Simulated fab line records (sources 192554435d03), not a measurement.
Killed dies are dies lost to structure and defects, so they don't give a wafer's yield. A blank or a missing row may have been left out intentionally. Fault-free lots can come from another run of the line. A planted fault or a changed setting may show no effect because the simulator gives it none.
fab line records    flow n5_finfet
record lots=9  wafers=25  last_day=18
route steps=1938 shown BEOL_M12@1642 BEOL_M13@1659
lots untouched by any fault: they come from a run of this same line in which no faults occurred
start_h: hours from the record's opening day to when the first of the lot's shown wafers began    wait_h: hours elapsed since this lot's preceding step    " as in the row above    L1.1+2: one row covering several wafers at once    - value missing, or start not given    * or withheld: withheld    < > ~ a bound
route shown NAME@n: a module of which the file shows steps, and the number in the route of the first    usual: mean/standard deviation of fault-free wafers    same: alike in all rows    chamber/n: place in a boat    sites: the reading at each site    _std_site: the standard deviation of these    _edge_site: outer sites' mean less inner sites'    radius_mm: for every site, how far away it sits from the centre of the wafer    mask NAME#n: copy n    behind: tool/chamber where the wafer was last shaped    hold: what put the lot on hold/how long, in hours/how the hold closed    device: transistor that didn't switch, given as n, p or np    end of line: tests of these same wafers at the route's end    where a step has no rows: the recipe by itself    killed: at the first sort, the dies lost to defects and structure; wafer yield is something else    map: a wafer's dies, x killed, . not, _ none there
set.NAME: the setting the step ran with; set.NAME@STEP: the setting that earlier step ran with    model.NAME: the simulator's own value behind a step, which no gauge read
route steps across a sampled set of lots; one table per step, one row per wafer
services: when a tool's chamber went out of use (start_h, in hours from the record's first day, below 0 if earlier), for how many hours, and the reason
## steps
# step N5_BEOL_M12_STRIP_37
# recipe chemistry=N2/H2  power_w=1000  temp_c=250  h2_frac=0.65  overash_fraction=0.3  pressure_mtorr=withheld  n2_flow_sccm=1750  h2_flow_sccm=3250
# usual drypump_motor_current_A=5.6/0.39  heater_power_w=330/34  oes_product_au=0.789/0.01
lot.wafer  tool             chamber  start_h  wait_h  drypump_motor_current_A  heater_power_w  oes_product_au  rf_hours_counter_h
L849.1     plasma_asher-01  0        260.56   0.0     5.7                      293             0.793           130
L849.3     "                1        "        "       5.9                      331             0.779           -
L849.6     "                1        "        "       5.9                      311             0.783           -
L855.3     plasma_asher-01  0        301.08   0.1     5.6                      293             0.790           -
L855.6     "                0        "        "       5.7                      289             0.780           -
L856.3     plasma_asher-01  0        304.95   0.3     5.7                      290             0.786           -
L856.4     "                1        "        "       5.9                      327             0.784           -
L856.6     "                1        "        "       5.9                      327             0.789           -
L857.1     plasma_asher-01  1        314.64   0.0     5.9                      326             0.778           142
L857.4     "                0        "        "       5.7                      304             0.793           -
L857.5     "                0        "        "       5.7                      296             0.787           -
L860.3     plasma_asher-01  0        334.53   0.1     5.7                      307             0.791           -
L860.4     "                1        "        "       5.9                      323             0.776           -
L860.6     "                0        "        "       5.7                      297             0.780           -
L867.1     plasma_asher-02  1        375.28   0.0     4.9                      313             0.792           90
L867.2     "                0        "        "       5.9                      387             0.821           90
L867.3     "                0        "        "       5.9                      387             0.788           -
L865.1     plasma_asher-02  0        384.81   0.0     5.9                      382             0.783           92
L865.2     "                1        "        "       5.0                      316             0.785           92
L865.6     "                1        "        "       4.9                      307             0.790           -
L866.1     plasma_asher-02  1        385.47   0.0     4.9                      315             0.777           92
L866.3     "                0        "        "       5.9                      382             0.809           -
L868.2     plasma_asher-01  0        399.74   0.0     5.7                      301             0.775           158
L868.4     "                1        "        "       5.9                      323             0.771           -
L868.6     "                0        "        "       5.7                      295             0.781           -
# step N5_BEOL_M13_ILD_DEP_00
# recipe material=SiOC  target_thk_a=8379.2  temp_c=350  precursor=DEMS/O2  pressure_torr=5  rf_w=500  time_s=166.4
# usual heater_power_w=466/71  run_length_s=210.9/0.52  showerhead_plenum_p_Torr=5.699/0.014  throttle_valve_pct=11.9/0.61
lot.wafer  tool      chamber  start_h  wait_h  heater_power_w  run_length_s  showerhead_plenum_p_Torr  throttle_valve_pct
L849.1     pecvd-03  1        264.05   0.0     384             211.1         5.680                     12.8
L849.3     "         0        "        "       519             210.9         5.712                     12.7
L849.6     "         0        "        "       521             210.8         5.688                     12.6
L855.3     pecvd-03  2        303.33   0.0     501             222.6         5.693                     11.1
L855.6     "         2        "        "       514             222.8         5.708                     11.1
L856.3     pecvd-03  2        306.86   0.0     535             222.6         5.690                     11.2
L856.4     "         1        "        "       344             210.7         5.687                     13.0
L856.6     "         2        "        "       427             222.4         5.673                     11.2
L857.1     pecvd-01  0        319.41   0.0     488             211.1         5.707                     10.9
L857.4     "         2        "        "       621             210.3         5.699                     12.0
L857.5     "         0        "        "       514             210.8         5.713                     10.9
L860.3     pecvd-01  0        338.07   0.0     462             211.5         5.713                     10.8
L860.4     "         0        "        "       513             211.8         5.689                     11.0
L860.6     "         1        "        "       469             210.3         5.701                     12.0
L867.1     pecvd-01  0        377.04   0.0     527             211.0         5.700                     10.9
L867.2     "         1        "        "       453             210.8         5.707                     12.0
L867.3     "         2        "        "       602             210.5         5.703                     11.9
L865.1     pecvd-03  2        390.10   0.0     544             212.7         5.688                     11.3
L865.2     "         0        "        "       539             210.7         5.697                     12.6
L865.6     "         0        "        "       420             210.6         5.694                     12.9
L866.1     pecvd-01  0        390.54   0.0     521             211.3         5.704                     11.0
L866.3     "         0        "        "       412             211.2         5.722                     10.9
L868.2     pecvd-03  1        402.81   0.0     368             210.6         5.679                     12.7
L868.4     "         1        "        "       392             210.6         5.684                     12.8
L868.6     "         0        "        "       414             210.5         5.685                     12.6
# step N5_BEOL_M13_THK_MEAS_01
# recipe reads=SiOC_of_BEOL_M13_ILD_DEP_00
# usual M13_ILD_THK=836/10
lot.wafer  tool           chamber  start_h  wait_h  M13_ILD_THK[nm]
L849.1     film_metro-02  -        264.20   0.1     824
L849.3     "              -        "        "       830
L849.6     "              -        "        "       845
L855.3     film_metro-01  -        303.48   0.1     875
L855.6     "              -        "        "       894
L856.3     film_metro-01  -        307.01   0.1     890
L856.4     "              -        "        "       843
L856.6     "              -        "        "       899
L857.1     film_metro-02  -        319.56   0.1     833
L857.4     "              -        "        "       842
L857.5     "              -        "        "       832
L860.3     film_metro-01  -        338.22   0.1     822
L860.4     "              -        "        "       828
L860.6     "              -        "        "       834
L867.1     film_metro-02  -        377.19   0.1     833
L867.2     "              -        "        "       841
L867.3     "              -        "        "       840
L865.1     film_metro-02  -        390.25   0.1     829
L865.2     "              -        "        "       831
L865.6     "              -        "        "       845
L866.1     film_metro-01  -        390.75   0.2     827
L866.3     "              -        "        "       841
L868.2     film_metro-02  -        402.96   0.1     825
L868.4     "              -        "        "       844
L868.6     "              -        "        "       839
# step N5_BEOL_M13_ETCH_59
# recipe chemistry=N2/H2  target=BARC  target_depth_a=890  overetch_a=267  time_s=67.9  ion_energy_ev=200  pressure_mtorr=30  source_w=840  bias_w=150  n2_flow_sccm=200  h2_flow_sccm=200
# usual drypump_motor_current_A=5.7/0.38  oes_product_au=0.69/0.076  rf_vpp_V=524.1/2.4  showerhead_plenum_p_Torr=2.55/0.08  throttle_valve_pct=17.84/0.22
lot.wafer  tool         chamber  start_h  wait_h  drypump_motor_current_A  oes_product_au  rf_hours_counter_h  rf_vpp_V  showerhead_plenum_p_Torr  throttle_valve_pct
L849.1     rie_diel-06  3        264.75   0.0     5.5                      0.72            65                  524.7     2.56                      17.59
L849.3     "            0        "        "       5.9                      0.77            22                  523.6     2.48                      17.73
L849.6     "            3        "        "       5.5                      0.72            -                   526.3     2.55                      17.59
L855.3     rie_diel-02  1        304.03   0.0     5.2                      0.62            204                 521.7     2.43                      17.73
L855.6     "            3        "        "       6.4                      0.81            -                   523.4     2.48                      17.53
L856.3     rie_diel-06  0        307.44   0.0     5.9                      0.74            35                  522.2     2.47                      17.76
L856.4     "            1        "        "       5.5                      0.78            20                  523.7     2.51                      17.57
L856.6     "            2        "        "       5.2                      0.59            -                   523.7     2.63                      18.25
L857.1     rie_diel-01  0        320.11   0.0     5.4                      0.65            125                 525.2     2.53                      18.01
L857.4     "            0        "        "       5.4                      0.64            -                   525.2     2.53                      18.01
L857.5     "            3        "        "       5.9                      0.67            -                   525.6     2.63                      17.72
L860.3     rie_diel-06  2        338.77   0.0     5.2                      0.58            244                 525.8     2.62                      18.25
L860.4     "            0        "        "       5.9                      0.74            42                  521.1     2.47                      17.78
L860.6     "            1        "        "       5.5                      0.77            -                   521.9     2.51                      17.57
L867.1     rie_diel-06  1        377.79   0.0     5.5                      0.75            40                  521.8     2.50                      17.60
L867.2     "            3        "        "       5.5                      0.68            104                 523.9     2.54                      17.65
L867.3     "            2        "        "       5.2                      0.84            0                   526.2     2.62                      17.77
L865.1     rie_diel-02  1        390.80   0.0     5.2                      0.60            241                 520.7     2.41                      17.79
L865.2     "            0        "        "       5.9                      0.73            50                  528.2     2.68                      18.02
L865.6     "            0        "        "       5.9                      0.73            -                   526.9     2.68                      18.00
L866.1     rie_diel-01  0        391.18   0.0     5.4                      0.63            139                 524.5     2.53                      18.03
L866.3     "            3        "        "       5.9                      0.67            154                 528.1     2.62                      17.74
L868.2     rie_diel-06  3        403.39   0.0     5.5                      0.67            111                 525.6     2.54                      17.66
L868.4     "            0        "        "       5.9                      0.72            66                  522.3     2.46                      17.80
L868.6     "            3        "        "       5.5                      0.67            -                   525.2     2.54                      17.67
# step N5_BEOL_M13_VIA_ETCH_16
# recipe chemistry=C4F8/O2/Ar  target=SiOC  pressure_mtorr=30  source_w=3000  bias_w=700  Ar_flow_sccm=400  C4F8_flow_sccm=15  O2_flow_sccm=8  he_inner_torr=15  he_outer_torr=30  target_depth_a=9217  time_s=withheld  ion_energy_ev=250  ends=cleared
# usual drypump_motor_current_A=5.7/0.38  oes_product_au=0.72/0.084  rf_vpp_V=665.8/2.9  showerhead_plenum_p_Torr=3.43/0.11  throttle_valve_pct=24.17/0.26
lot.wafer  tool         chamber  start_h  wait_h  drypump_motor_current_A  oes_product_au  rf_vpp_V  showerhead_plenum_p_Torr  throttle_valve_pct
L849.1     rie_diel-06  3        264.81   0.0     5.6                      0.77            666.3     3.46                      23.99
L849.3     "            0        "        "       5.9                      0.82            663.3     3.34                      24.04
L849.6     "            3        "        "       5.5                      0.77            666.3     3.46                      24.01
L855.3     rie_diel-02  1        304.08   0.0     5.2                      0.65            660.7     3.26                      23.86
L855.6     "            3        "        "       6.4                      0.85            662.5     3.35                      23.93
L856.3     rie_diel-06  0        307.49   0.0     5.9                      0.79            664.3     3.34                      24.03
L856.4     "            1        "        "       5.5                      0.84            662.6     3.36                      23.85
L856.6     "            2        "        "       5.2                      0.62            666.8     3.53                      24.59
L857.1     rie_diel-01  0        320.16   0.0     5.4                      0.68            666.2     3.43                      24.52
L857.4     "            0        "        "       5.3                      0.68            665.7     3.43                      24.51
L857.5     "            3        "        "       5.9                      0.70            669.1     3.54                      24.10
L860.3     rie_diel-06  2        338.82   0.0     5.2                      0.61            668.2     3.52                      24.60
L860.4     "            0        "        "       5.9                      0.78            664.0     3.33                      24.05
L860.6     "            1        "        "       5.5                      0.81            664.2     3.36                      23.83
L867.1     rie_diel-06  1        377.84   0.0     5.5                      0.79            662.6     3.35                      23.86
L867.2     "            3        "        "       5.5                      0.71            666.6     3.44                      24.06
L867.3     "            2        "        "       5.2                      0.89            668.2     3.52                      24.22
L865.1     rie_diel-02  1        390.85   0.0     5.2                      0.63            661.5     3.24                      23.91
L865.2     "            0        "        "       5.9                      0.78            670.4     3.62                      24.63
L865.6     "            0        "        "       5.9                      0.77            670.1     3.62                      24.62
L866.1     rie_diel-01  0        391.23   0.0     5.4                      0.66            666.6     3.42                      24.54
L866.3     "            3        "        "       5.9                      0.70            669.2     3.53                      24.10
L868.2     rie_diel-06  3        403.44   0.0     5.6                      0.71            666.4     3.43                      24.05
L868.4     "            0        "        "       5.9                      0.74            662.8     3.32                      24.07
L868.6     "            3        "        "       5.5                      0.70            665.4     3.43                      24.07
# step N5_BEOL_M13_STRIP_63
# recipe chemistry=N2/H2  power_w=1000  temp_c=250  h2_frac=0.65  overash_fraction=0.3  pressure_mtorr=1000  n2_flow_sccm=1750  h2_flow_sccm=3250
# usual drypump_motor_current_A=5.6/0.36  heater_power_w=328/33  oes_product_au=0.674/0.0049  strip_time_to_endpoint_s=27.8/1
lot.wafer  tool             chamber  start_h  wait_h  drypump_motor_current_A  heater_power_w  oes_product_au  rf_hours_counter_h  strip_time_to_endpoint_s
L849.1     plasma_asher-01  0        265.04   -       5.7                      294             0.673           131                 27.7
L849.3     "                0        "        "       5.7                      292             0.675           -                   28.2
L849.6     "                0        "        "       5.7                      294             0.677           -                   26.1
L855.3     plasma_asher-01  1        304.34   -       5.9                      321             0.663           -                   24.7
L855.6     "                1        "        "       5.9                      326             0.678           -                   24.2
L856.3     plasma_asher-01  0        307.74   -       5.7                      303             0.666           -                   22.1
L856.4     "                1        "        "       5.9                      316             0.674           -                   26.3
L856.6     "                0        "        "       5.6                      299             0.654           -                   22.1
L857.1     plasma_asher-02  1        320.40   -       5.0                      313             0.676           80                  27.8
L857.4     "                1        "        "       5.0                      309             0.673           -                   27.2
L857.5     "                1        "        "       5.0                      312             0.681           -                   28.2
L860.3     plasma_asher-02  1        339.08   -       5.0                      311             0.682           -                   29.3
L860.4     "                0        "        "       5.9                      385             0.665           -                   28.6
L860.6     "                0        "        "       5.9                      376             0.672           -                   27.7
L867.1     plasma_asher-01  1        378.08   -       5.9                      332             0.668           154                 28.7
L867.2     "                0        "        "       5.7                      291             0.684           154                 27.3
L867.3     "                1        "        "       5.9                      331             0.670           -                   27.3
L865.1     plasma_asher-01  1        391.09   -       5.9                      329             0.683           157                 28.3
L865.2     "                0        "        "       5.7                      293             0.672           157                 27.4
L865.6     "                1        "        "       5.9                      318             0.668           -                   26.1
L866.1     plasma_asher-01  0        391.46   -       5.7                      296             0.673           157                 28.8
L866.3     "                0        "        "       5.7                      293             0.678           -                   28.2
L868.2     plasma_asher-02  1        403.68   -       5.0                      317             0.676           95                  28.1
L868.4     "                1        "        "       4.9                      310             0.666           -                   26.9
L868.6     "                0        "        "       5.9                      384             0.675           -                   26.8
## services
tool             chamber  start_h  hours  kind
pecvd-03         1        236.93   4.2    repair
pecvd-01         -        249.84   0.6    repair
rie_diel-06      1        250.77   15.2   repair
pecvd-01         -        269.73   1.0    repair
plasma_asher-02  -        301.30   11.8   repair
rie_diel-01      1        306.06   3.2    repair
rie_diel-01      2        317.52   13.2   repair
rie_diel-06      1        324.83   6.5    repair
rie_diel-06      0        329.54   6.8    repair
rie_diel-01      -        331.02   28.1   pm
rie_diel-02      3        337.71   39.6   repair
rie_diel-06      1        347.24   8.0    repair
rie_diel-06      2        355.21   -      clean
rie_diel-06      2        355.21   -      consumable_replace:focus_ring
rie_diel-06      2        355.21   19.9   scheduled_down
rie_diel-06      2        355.21   19.9   vent_cycle
pecvd-01         -        357.40   1.4    repair
rie_diel-01      1        364.05   3.9    repair
pecvd-03         2        365.60   5.5    scheduled_down
rie_diel-02      2        370.56   11.4   repair
rie_diel-02      0        374.23   10.2   repair
rie_diel-01      3        376.43   7.4    repair
rie_diel-06      2        390.90   3.9    repair
pecvd-03         0        400.63   2.1    scheduled_down
## key
first_sign step=N5_BEOL_M13_ILD_DEP_00  reading=run_length_s  direction=up  sigmas=22  usual=*  struck=*
effect step=N5_BEOL_M13_THK_MEAS_01  reading=M13_ILD_THK  direction=up  sigmas=5.1  usual=836  struck=890
effect step=N5_BEOL_M13_STRIP_63  reading=strip_time_to_endpoint_s  direction=down  sigmas=4.4  usual=*  struck=*
met_at N5_BEOL_M13_ILD_DEP_00
struck_lots L855,L856
struck_wafers L855.3,L855.6,L856.3,L856.6
not_acting_at N5_BEOL_M12_STRIP_37,N5_BEOL_M13_ETCH_59,N5_BEOL_M13_VIA_ETCH_16
onset_between 264.05 303.33
fault kind=process_parameter_drift  tool=pecvd-03  chamber=-  onset_h=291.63  steps=N5_BEOL_M13_ILD_DEP_00  channel=time_s  offset=*  shape=step  end_h=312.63  scope=struck_wafers_only  acts_in=*  stated=*
